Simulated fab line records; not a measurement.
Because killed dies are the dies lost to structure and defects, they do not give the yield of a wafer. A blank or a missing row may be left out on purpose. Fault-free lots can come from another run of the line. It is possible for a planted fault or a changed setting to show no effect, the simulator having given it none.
Struck lot and sound lot, side by side	flow n5-finfet	15 out of 1938 route steps
Sound: wafers L156.1, L156.2, L156.5. Struck: wafer L160.3 (L160.1, L160.5, from the same lot, were not struck and are left out); the cause is given at the end.
Each step with rows lists, per side, the tool, then ch with its chambers, then its first start. Under that, the readings that differ: sound wafers	struck wafers	difference of the means	sigmas: that difference in standard deviations of wafers without a fault.
alike: readings with means less than 2 such deviations apart, plus words and numbers identical on both sides. not compared: withheld readings, readings lacking a value on some wafer, bounds such as >300 that could conceal the same value, and numbers that have no deviation in the record and whose values overlap.
Wherever a step has rows on one side only, a row that says differs or no value, or a row with sigmas, the two part there. Numbers that don't overlap but have no deviation are shown without sigmas and don't part them. A reading that every wafer of one side lacks parts them only if that side has two wafers or more.

first, 2 steps without rows for these wafers: N5_BEOL_M4_SPUTTER_90 (material Cu, target thk 4.5 nm, time 8.29 s); N5_BEOL_M4_ANNEAL_91 (time 240 s).
N5_BEOL_M4_SPUTTER_92: material Cu, target thk 4.5 nm, time 8.29 s.
  sound: pvd-sputter-01 at day 8 14:44; struck: pvd-sputter-03 at day 10 02:15
  alike: substrate-temp-c, susceptor-temp-C, throttle-valve-pct
N5_BEOL_M4_ANNEAL_93: time 240 s.
  sound: pvd-sputter-01 at day 8 14:49; struck: pvd-sputter-03 at day 10 02:20
  alike: heater-power-w, susceptor-temp-C, susceptor_temp_C_max
N5_BEOL_M4_SPUTTER_94: material Cu, target thk 4.5 nm, time 8.29 s.
  sound: pvd-sputter-01 at day 8 14:57; struck: pvd-sputter-03 at day 10 02:28
  alike: substrate-temp-c, susceptor-temp-C, throttle-valve-pct
then, 3 steps without rows for these wafers: N5_BEOL_M4_ANNEAL_95 (time 240 s); N5_BEOL_M4_SPUTTER_96 (material Cu, target thk 4.5 nm, time 8.29 s); N5_BEOL_M4_ECD_50 (material Cu, target thk 300 nm).
N5_BEOL_M4_ANNEAL_51: time 90 s.
  sound on rtp-anneal-02 ch 0, day 8 15:22; struck on rtp-anneal-02 ch 0, day 10 02:53
  alike: wafer_temp_C_max
N5_BEOL_M4_CMP_52: polishes, stops on SiOC, t overpolish 6.8 s, target thk 40 nm.
  sound on cmp-02 ch 0,2, day 8 15:58; struck on cmp-04 ch 2, day 10 03:11
  alike: barrier-field-endpoint-s, head-pressure-psi, motor-current-A, overpolish-run-s, time-to-endpoint-s
N5_BEOL_M4_THK_MEAS_53: measures by xrf.
  sound: film-metro-02 at day 8 16:14; struck: film-metro-02 at day 10 03:28
  alike: M4_THK
then, 1 step without rows for these wafers: N5_BEOL_M4_PRE_CLEAN_60 (time 15 s).
N5_BEOL_M4_CO_CAP_55: material Co, precursor CCTBA/H2, target thk 2 nm, time 102.1 s.
  sound on cvd-co-01 ch 0,2, day 8 16:25; struck on cvd-co-01 ch 0, day 10 03:33
reading	sound	struck	difference	sigmas
run-length-s (s)	124.9 125.3 124.9	65.9	-59.1	-99 or more
model.Co_of_BEOL_M4_CO_CAP_55.thk-nm (nm)	2 2.2 2	0.8	-1.3	
  alike: chamber-pressure-Torr, heater-power-w
  not compared: susceptor-temp-C
then, 1 step without rows for these wafers: N5_BEOL_M4_PRE_CLEAN_56 (time 15 s).
N5_BEOL_M4_RC_MEAS_101:
  sound on prober-02 ch 0, day 8 16:40; struck on prober-02 ch 0, day 10 03:49
reading	sound	struck	difference	sigmas
IOFF_P (nA/um)	0.14 0.14 0.16	0.22	+0.07	+2
SS_N (mV/dec)	70.6 70.6 71.1	72.4	+1.6	+2
VT_P (mV)	-256 -257 -253	-247	+8	+3
  alike: DIBL_N, DIBL_P, IOFF_N, ION_N, ION_P, SS_P, VT_N

## WHERE THEY PART
First at N5_BEOL_M4_CO_CAP_55; last, within this record, at N5_BEOL_M4_RC_MEAS_101.

WHY: what had been put in by the simulator
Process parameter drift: cvd-co-01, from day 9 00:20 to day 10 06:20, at N5_BEOL_M4_CO_CAP_55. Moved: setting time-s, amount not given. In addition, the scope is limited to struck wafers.
